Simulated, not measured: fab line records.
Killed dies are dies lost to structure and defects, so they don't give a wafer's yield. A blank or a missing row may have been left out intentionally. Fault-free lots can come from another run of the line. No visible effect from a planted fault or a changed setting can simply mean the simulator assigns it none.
Struck lot and sound lot, side by side + flow n5-finfet + 15 out of 1938 route steps
Sound: these wafers, L614.3, L614.4, L614.5. Wafers L611.2, L611.3, L611.5 were the ones struck. At the end, the cause is stated.
Per side, at each step with rows, come the tool, then ch with its chambers, and then its first start. Under that, the readings that differ: sound wafers + struck wafers + difference of the means + sigmas: that difference in standard deviations of wafers without a fault.
alike: a reading whose means differ by less than 2 such deviations, as well as words and numbers matching on both sides. not compared: withheld readings; readings where some wafer has no value; bounds like >300 that might hide an equal value; numbers whose values overlap and for which the record gives no deviation.
A row with sigmas, a row that says differs or no value, or rows on one side alone: a step with any of these is where the two part. Numbers that have no deviation but don't overlap get no sigmas and don't part them. A reading that every wafer of one side lacks parts them only if that side has two wafers or more.

N5_WELL_APT_RTA_34: time 10 s.
  sound on rtp-anneal-02 ch 0, day 3 17:40; struck on rtp-anneal-02 ch 0, day 2 22:10
| reading            | sound             | struck            | difference | sigmas |
|--------------------|-------------------|-------------------|------------|--------|
| lamp-power-pct (%) | 13.11 13.08 13.01 | 12.92 12.94 12.95 | -0.13      | -3     |
  alike: lamp_zone_2_pct, wafer_temp_C_max
then, 4 steps without rows for these wafers: N5_WELL_APT_OXIDE_STRIP_42 (strips SiO2 in dHF, time 45 s, target depth 12 nm); N5_WELL_APT_PRECLEAN_36 (cleans in O3/DIW, time 45 s); N5_WELL_APT_PRECLEAN_39 (cleans in dHF, time 60 s); N5_WELL_APT_SRD_37 (time 30 s).
N5_WELL_APT_EPI_41: deposits Si from SiH4/H2, target thk 50 nm, time 297.7 s.
  sound on epi-rpcvd-02 ch 0, day 3 18:13; struck on epi-rpcvd-04 ch 0, day 2 22:31
  alike: throttle-valve-pct
N5_WELL_APT_INSPECT_38: inspects for defects (darkfield).
  sound on defect-inspect-02, day 3 18:47; struck on defect-inspect-01, day 2 23:13
| reading          | sound    | struck  | difference | sigmas |
|------------------|----------|---------|------------|--------|
| raw-defect-count | 28 16 21 | 11 4 15 | -12        | -2     |
N5_PMOS_HMC_CHANNEL_EPI_HM_DEP_34: deposits SiO2 from TEOS/O2, target thk 36 nm, time 6.9 s.
  sound on pecvd-02 ch 0,1, day 3 18:50; struck on pecvd-03 ch 0,1, day 2 23:16
  alike: heater-power-w, showerhead-plenum-p-Torr, throttle-valve-pct
then, 4 steps without rows for these wafers: N5_PMOS_HMC_CHANNEL_EPI_COAT_31 (time 60 s, resist thk 66 nm); N5_PMOS_HMC_CHANNEL_EPI_COAT_03 (resist thk 205 nm); N5_PMOS_HMC_CHANNEL_EPI_EBR_05; N5_PMOS_HMC_CHANNEL_EPI_SOFTBAKE_04 (time 60 s).
N5_PMOS_HMC_CHANNEL_EPI_EXPOSE_06: exposes mask PMOS HMC BLK, target cd 240 nm.
  sound on arfi-scanner-02 ch 0, day 3 19:07; struck on arfi-scanner-03 ch 0, day 2 23:32
| reading              | sound             | struck            | difference | sigmas |
|----------------------|-------------------|-------------------|------------|--------|
| exposure-dose-mJ-cm2 | 41.07 41.06 40.98 | 41.45 41.46 41.57 | +0.46      | +10    |
  alike: mask
then, 1 step without rows for these wafers: N5_PMOS_HMC_CHANNEL_EPI_PEB_07 (peb time 60 s).
-- the record jumps here: 11 days lie between the struck wafers' starts before and after (it left off in module PMOS_HMC_CHANNEL_EPI and takes up again in module PASSIVATION, whose first step shown is number 1936 of the route) --
N5_PASSIVATION_PROBE_49:
  sound on prober-02, day 14 18:27; struck on prober-01, day 13 23:02
| reading             | sound    | struck   | difference | sigmas |
|---------------------|----------|----------|------------|--------|
| killed-at-front-end | 67 52 37 | 35 15 39 | -22        | -2     |
  alike: killed_at_M0_to_M3, killed_at_M4_up, killed-at-contacts, killed-at-other, killed-dies, killed-open, killed-short

== WHERE THEY PART ==
First at N5_WELL_APT_RTA_34; last, within this record, at N5_PASSIVATION_PROBE_49.

WHY: whatever the simulator had introduced
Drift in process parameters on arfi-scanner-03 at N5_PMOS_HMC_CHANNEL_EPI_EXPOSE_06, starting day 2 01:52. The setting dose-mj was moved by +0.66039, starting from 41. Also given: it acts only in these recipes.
